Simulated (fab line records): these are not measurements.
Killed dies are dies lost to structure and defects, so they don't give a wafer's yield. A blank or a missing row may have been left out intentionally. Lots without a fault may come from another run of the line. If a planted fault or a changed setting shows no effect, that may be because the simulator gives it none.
Struck lot and sound lot, side by side || flow n5Finfet || 42 out of 1938 route steps
Sound: wafers L374.1, L374.2, L374.4. Struck: wafer L390.3 (left out: L390.2, L390.4 of the same lot, which were not struck); the cause appears at the end.
Order at every step that has rows: each side's tool, ch and its chambers, its first start. Under that, the readings that differ: sound wafers || struck wafers || difference of the means || sigmas: that difference in standard deviations of wafers without a fault.
alike: readings whose means differ by less than 2 such deviations, and words and numbers that are the same on both sides. not compared: withheld readings, readings that some wafer has no value for, bounds like >300 that may hide the same value, and numbers for which the record gives no deviation and whose values overlap.
The two part at a step that has a row with sigmas, a row that says differs or no value, or rows on one side only. When numbers do not overlap yet have no deviation, they are printed without sigmas and do not part them. A reading missing from all wafers of one side parts the sides only when that side holds two or more wafers.

first, 9 steps without rows for these wafers: N5_DUMMY_GATE_COAT_09 (resist thk 30 nm); N5_DUMMY_GATE_EBR_11; N5_DUMMY_GATE_SOFTBAKE_10 (time 60 s); N5_DUMMY_GATE_EXPOSE_12 (exposes mask GATE, target cd 25 nm); N5_DUMMY_GATE_PEB_13 (peb time 60 s); N5_DUMMY_GATE_DEVELOP_14 (develop time 30 s); N5_DUMMY_GATE_DESCUM_20 (chemistry O2, time 6.2 s); N5_DUMMY_GATE_ETCH_29 (etches underlayer in N2/H2, target depth 13 nm); N5_DUMMY_GATE_ETCH_36 (etches SiARC in CF4, target depth 13 nm).
N5_DUMMY_GATE_ETCH_37: etches SOC in N2/H2, target depth 60 nm, overetch 30 nm.
  sound on rieDiel-02 ch 1,2, day 3 19:25; struck on rieDiel-02 ch 1, day 7 15:16
  alike: drypumpMotorCurrentA, n2FlowSccm, oesProductAu, rfVppV, showerheadPlenumPTorr, throttleValvePct
  not compared: rfHoursCounterH
then, 17 steps without rows for these wafers: N5_DUMMY_GATE_STRIP_38 (strips in N2/H2); N5_DUMMY_GATE_STRIP_39 (strips in N2/H2); N5_DUMMY_GATE_TRIM_49 (chemistry O2, time 29 s, target cd 14 nm); N5_DUMMY_GATE_STRIP_40 (strips in CF4); N5_DUMMY_GATE_ETCH_31 (etches SiO2 in C4F6/O2, target depth 82.5 nm, time 27.5 s); N5_DUMMY_GATE_STRIP_41 (strips in O2); N5_DUMMY_GATE_HM_OPEN_21 (chemistry CH3F/O2, target SiNx, target depth 120 nm, time 171.4 s); N5_DUMMY_GATE_ETCH_32 (etches SiO2 in CF4, target depth 3.5 nm, time 3.9 s); N5_DUMMY_GATE_ETCH_23 (etches poly-Si in HBr/Cl2/O2, target depth 41 nm, time 22.3 s); N5_DUMMY_GATE_ETCH_44 (etches poly-Si in HBr/O2, stops on SiO2, target depth 127.5 nm); N5_DUMMY_GATE_ETCH_42 (etches SiO2 in CHF3/O2, target depth 3.5 nm, time 31 s); N5_DUMMY_GATE_STRIP_48 (strips in N2/H2, time 20 s); N5_DUMMY_GATE_PRECLEAN_33 (cleans in dHF, time 10 s); N5_DUMMY_GATE_PRECLEAN_25 (cleans in O3/DIW, time 45 s); N5_DUMMY_GATE_PRECLEAN_51 (cleans in SC2, time 45 s); N5_DUMMY_GATE_SRD_26 (time 30 s); N5_DUMMY_GATE_UV_OZONE_45 (time 120 s).
N5_DUMMY_GATE_INSPECT_27: inspects for defects (brightfield).
  sound: defectInspect-01 at day 3 20:25; struck: defectInspect-02 at day 7 16:18
{"reading": "rawDefectCount", "sound": "332 218 320", "struck": 625, "difference": "+335", "sigmas": "+4"}
then, 3 steps without rows for these wafers: N5_SPACER0_ALD_07 (deposits SiNx, target thk 2 nm); N5_SPACER0_ALD_00 (deposits SiOCN, target thk 3.5 nm, pulse time 3 s, purge time 2 s); N5_SPACER0_ALD_08 (deposits SiNx, target thk 2 nm).
N5_SPACER0_INSPECT_04: inspects for defects (darkfield).
  sound: defectInspect-01 at day 3 21:56; struck: defectInspect-01 at day 7 16:54
{"reading": "rawDefectCount", "sound": "130 113 135", "struck": 414, "difference": "+288", "sigmas": "+9"}
then, 5 steps without rows for these wafers: N5_SD_EPI_N_COAT_32 (time 60 s, resist thk 350 nm); N5_SD_EPI_N_COAT_33 (time 60 s, resist thk 35 nm); N5_SD_EPI_N_COAT_03 (resist thk 150 nm); N5_SD_EPI_N_EBR_05; N5_SD_EPI_N_SOFTBAKE_04 (time 60 s).
N5_SD_EPI_N_INSPECT_11: inspects for defects (macro).
  sound: defectInspect-02 at day 3 22:23; struck: defectInspect-01 at day 7 17:22
{"reading": "rawDefectCount", "sound": "4 1 3", "struck": ">300", "difference": "differs", "sigmas": ""}
N5_SD_EPI_N_INSPECT_26: inspects for defects (darkfield).
  sound: defectInspect-01 at day 4 02:26; struck: defectInspect-01 at day 7 21:36
{"reading": "rawDefectCount", "sound": "217 170 211", "struck": 470, "difference": "+271", "sigmas": "+7"}
N5_SD_ACTIVATION_INSPECT_02: inspects for defects (darkfield).
  sound: defectInspect-01 at day 4 07:18; struck: defectInspect-01 at day 8 02:34
{"reading": "rawDefectCount", "sound": "212 167 179", "struck": 460, "difference": "+274", "sigmas": "+8"}
-- here the record skips 7 days between the struck wafers' starts before and after, leaving off in module SD_ACTIVATION and picking up in module BEOL_M4 (first step shown: number 1111 of the route) --
N5_BEOL_M4_RC_MEAS_101:
  sound on prober-01 ch 0, day 11 17:25; struck on prober-01 ch 0, day 15 12:49
  alike: DIBL_N, DIBL_P, IOFF_N, IOFF_P, ION_N, ION_P, SS_N, SS_P, VT_N, VT_P
-- the record jumps here: 4 days lie between the struck wafers' starts before and after (it left off in module BEOL_M4 and takes up again in module PASSIVATION, whose first step shown is number 1936 of the route) --
N5_PASSIVATION_PROBE_49:
  rows exist in the record for the struck wafers here (prober-01, day 19 18:59), but not for the sound ones

WHERE THEY PART
Earliest at N5_DUMMY_GATE_INSPECT_27; latest, in this record, at N5_PASSIVATION_PROBE_49.

WHY: what had been put in by the simulator
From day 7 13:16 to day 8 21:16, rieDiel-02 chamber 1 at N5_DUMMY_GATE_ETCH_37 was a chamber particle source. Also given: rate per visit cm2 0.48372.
